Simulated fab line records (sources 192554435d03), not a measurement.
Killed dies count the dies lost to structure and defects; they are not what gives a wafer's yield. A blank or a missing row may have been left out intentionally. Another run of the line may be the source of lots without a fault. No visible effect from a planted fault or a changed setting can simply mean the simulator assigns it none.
Lot-split experiment | flow n5_finfet | on a route of 1938 steps: 7 lots, 21 wafers read

ON THE SPLIT
At N5_BEOL_M5_COAT_22 (resist thk 30 nm), the setting spin_rpm was moved away from the recipe's 1500 rpm on 7 of the 21 wafers read, by -9.1% to +8.5%. The other wafers ran this setting at the recipe's value.

FROM THE SPLIT TO THE READING: what the file shows between them, 2 steps
- N5_BEOL_M5_EBR_24
- N5_BEOL_M5_SOFTBAKE_23: time 60 s

THE READING
CAR-EUV_of_BEOL_M5_COAT_22.thk_nm (the simulator's own value, which no gauge read), in nm, at N5_BEOL_M5_DESCUM_33 (chemistry O2, time 7 s). The file gives no usual value for it. The 14 wafers here that ran the recipe average 26.0 nm, standard deviation 0.091 nm.

wafer  | tool, chamber at the split | spin_rpm as run, rpm | against the recipe | CAR-EUV_of_BEOL_M5_COAT_22.thk_nm, nm | against lot-mates on the recipe
L080.1 | litho_track-04, 0          | 1500                 | recipe             | 26                                    | -
L080.2 | litho_track-04, 0          | 1500                 | recipe             | 26                                    | -
L080.5 | litho_track-04, 0          | 1500                 | recipe             | 26                                    | -
L081.3 | litho_track-03, 0          | 1500                 | recipe             | 26                                    | -
L081.4 | litho_track-03, 0          | 1363                 | -9.1%              | 27.8                                  | +1.8
L081.6 | litho_track-03, 0          | 1363                 | -9.1%              | 27.8                                  | +1.8
L084.1 | litho_track-01, 0          | 1500                 | recipe             | 26                                    | -
L084.5 | litho_track-01, 0          | 1500                 | recipe             | 26                                    | -
L084.4 | litho_track-01, 0          | 1500                 | recipe             | 26.2                                  | -
L088.1 | litho_track-01, 0          | 1500                 | recipe             | 26                                    | -
L088.2 | litho_track-01, 0          | 1591                 | +6.1%              | 25                                    | -1.0
L088.3 | litho_track-01, 0          | 1591                 | +6.1%              | 25.2                                  | -0.8
L091.1 | litho_track-01, 0          | 1628                 | +8.5%              | 24.8                                  | -1.1
L091.5 | litho_track-01, 0          | 1500                 | recipe             | 26                                    | -
L091.6 | litho_track-01, 0          | 1500                 | recipe             | 25.8                                  | -
L093.1 | litho_track-03, 0          | 1443                 | -3.8%              | 26.8                                  | +0.6
L093.2 | litho_track-03, 0          | 1443                 | -3.8%              | 26.8                                  | +0.6
L093.5 | litho_track-03, 0          | 1500                 | recipe             | 26.2                                  | -
L095.3 | litho_track-03, 0          | 1500                 | recipe             | 26                                    | -
L095.4 | litho_track-03, 0          | 1500                 | recipe             | 26                                    | -
L095.6 | litho_track-03, 0          | 1500                 | recipe             | 26                                    | -

FIT RESULTS
A straight line over all 21 wafers: CAR-EUV_of_BEOL_M5_COAT_22.thk_nm changes by -0.175 nm for each +1% of spin_rpm; r = -0.99; the points scatter about the line by 0.12 nm.
The same after taking each lot's own level away (the mean of its wafers on the recipe; 21 wafers): -0.168 nm for each +1%; r = -0.98; scatter 0.13 nm.
The reading moves by 1.5 nm for the largest change in spin_rpm, on that fit.
The lots' own levels span 25.90 to 26.20 nm, that is 3.3 times the standard deviation above.
Consequently the slope shifts little with the lot-to-lot level, the two slopes agreeing.
Check: with one of the wafers moved furthest among these (-9.1%) left out of the fit, the line predicts +1.5 nm for it against its lot-mates. It came out at +1.8 nm against them.

OTHER SPLITS APPLIED TO THESE WAFERS
Other splits were also applied to these wafers ahead of the reading. Each is held against what the fit with the lots' levels taken away leaves over:
other split on the same wafers | wafers away from the commonest value | r with CAR-EUV_of_BEOL_M5_COAT_22.thk_nm (lot level and that fit taken away)
N5_BEOL_M0_ETCH_138 source_w   | 9                                    | -0.02
N5_BEOL_M2_DESCUM_16 time_s    | 3                                    | +0.10
N5_BEOL_M3_ILD_DEP_00 time_s   | 6                                    | +0.07
N5_BEOL_M5_COAT_74 spin_rpm    | 7                                    | +0.40

THE WHOLE CHAIN: every reading that the file lists as answering this split, in the file's order
step                 | what it does           | reading                                                                            | change (the file's fit)               | r (the file's)
N5_BEOL_M5_COAT_22   | resist thk 30 nm       | CAR-EUV_of_BEOL_M5_COAT_22.thk_nm (the simulator's own value, which no gauge read) | -0.152 nm for each +1% of the setting | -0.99
N5_BEOL_M5_DESCUM_33 | chemistry O2, time 7 s | CAR-EUV_of_BEOL_M5_COAT_22.thk_nm (the simulator's own value, which no gauge read) | -0.162 nm for each +1% of the setting | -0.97

THE FILE'S OWN FIT
CAR-EUV_of_BEOL_M5_COAT_22.thk_nm changes by -0.162 nm for each +1% of spin_rpm, r = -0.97.
